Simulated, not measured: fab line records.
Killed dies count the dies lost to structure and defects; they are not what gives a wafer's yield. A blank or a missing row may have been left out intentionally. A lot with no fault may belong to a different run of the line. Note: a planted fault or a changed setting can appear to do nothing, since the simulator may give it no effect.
Lot-split experiment | flow n5Finfet | 7 lots, 21 wafers read, on a route of 1938 steps

## THE SPLIT
At N5_MOL_CONTACT_COAG_ETCH_15 (etches SiNx in CH3F/O2, stops on Si:P, target depth 7 nm), the setting sourceW was moved away from the recipe's 395 W on 9 of the 21 wafers read, by -8.1% to +17.9%. This setting was run at the recipe's value on the other wafers.

The reading comes from the split's own step.

## THE READING
rfVppV, in V, at N5_MOL_CONTACT_COAG_ETCH_15 (etches SiNx in CH3F/O2, stops on Si:P, target depth 7 nm). A value of 295.2 V with a standard deviation of 2.2 V is what fault-free wafers of this fab line usually give.

wafer  | tool, chamber at the split | sourceW as run, W | against the recipe | rfVppV, V | against lot-mates on the recipe
L074.3 | rieDiel-06, 3              | 428.6             | +8.5%              | 285.7     | no lot-mate on the recipe
L074.4 | rieDiel-06, 1              | 428.6             | +8.5%              | 282.7     | no lot-mate on the recipe
L074.6 | rieDiel-06, 0              | 428.6             | +8.5%              | 286.9     | no lot-mate on the recipe
L076.3 | rieDiel-01, 0              | 437.8             | +10.8%             | 283.2     | -12.5
L076.4 | rieDiel-01, 1              | 395               | recipe             | 292.8     | -
L076.6 | rieDiel-01, 2              | 395               | recipe             | 298.6     | -
L081.2 | rieDiel-06, 2              | 395               | recipe             | 293.3     | -
L081.3 | rieDiel-06, 1              | 465               | +17.7%             | 270.9     | -22.4
L081.4 | rieDiel-06, 0              | 465               | +17.7%             | 276.2     | -17.1
L084.3 | rieDiel-04, 3              | 395               | recipe             | 297.8     | -
L084.4 | rieDiel-04, 0              | 363               | -8.1%              | 307.7     | +10.4
L084.5 | rieDiel-04, 3              | 395               | recipe             | 296.8     | -
L094.4 | rieDiel-01, 0              | 395               | recipe             | 297.2     | -
L094.5 | rieDiel-01, 2              | 395               | recipe             | 297.0     | -
L094.6 | rieDiel-01, 1              | 395               | recipe             | 291.7     | -
L095.1 | rieDiel-01, 0              | 395               | recipe             | 295.4     | -
L095.4 | rieDiel-01, 1              | 395               | recipe             | 293.7     | -
L095.5 | rieDiel-01, 3              | 395               | recipe             | 292.4     | -
L096.4 | rieDiel-06, 0              | 395               | recipe             | 298.7     | -
L096.5 | rieDiel-06, 0              | 465.6             | +17.9%             | 277.3     | -21.4
L096.6 | rieDiel-06, 1              | 465.6             | +17.9%             | 270.0     | -28.7

THE FIT
A straight line over all 21 wafers: rfVppV changes by -1.25 V for each +1% of sourceW; r = -0.97; the points scatter about the line by 2.6 V.
The same after taking each lot's own level away (the mean of its wafers on the recipe; 18 wafers): -1.25 V for each +1%; r = -0.97; scatter 2.6 V.
According to that fit, moving sourceW by its largest amount changes the reading by 22 V.
The span of the lots' own levels, 293.30 to 298.70 V, comes to 2.5 times the standard deviation stated above.
The two slopes are in agreement: the lot-to-lot level therefore moves the slope only a little.
Check: for one of the wafers moved furthest among these (+17.9%), held out of the fit, the line's prediction against its lot-mates is -22.6 V. Against them it came out at -21.4 V.
Tool readings at the split's step, against how far the setting was moved: rfVppV r = -0.97.

## OTHER SPLITS ON THESE WAFERS
Other splits were also applied to these wafers ahead of the reading. Each is held against what the fit with the lots' levels taken away leaves over:
other split on the same wafers     | wafers away from the commonest value | r with rfVppV (lot level and that fit taken away)
N5_SD_ACTIVATION_LSA_01 tempC      | 4                                    | -0.29
N5_ILD0_CMP_03 downForcePsi        | 7                                    | -0.30
N5_HKMG_FIN_HK_ALD_01 aldCycles    | 6                                    | +0.00
N5_HKMG_FIN_COAT_43 spinRpm        | 8                                    | -0.40
N5_GATE_CUT_COAT_27 spinRpm        | 4                                    | +0.08
N5_MOL_CONTACT_COAG_ETCH_105 biasW | 5                                    | -0.05

## THE FILE'S OWN FIT
rfVppV changes by -1.25 V for each +1% of sourceW, r = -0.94.
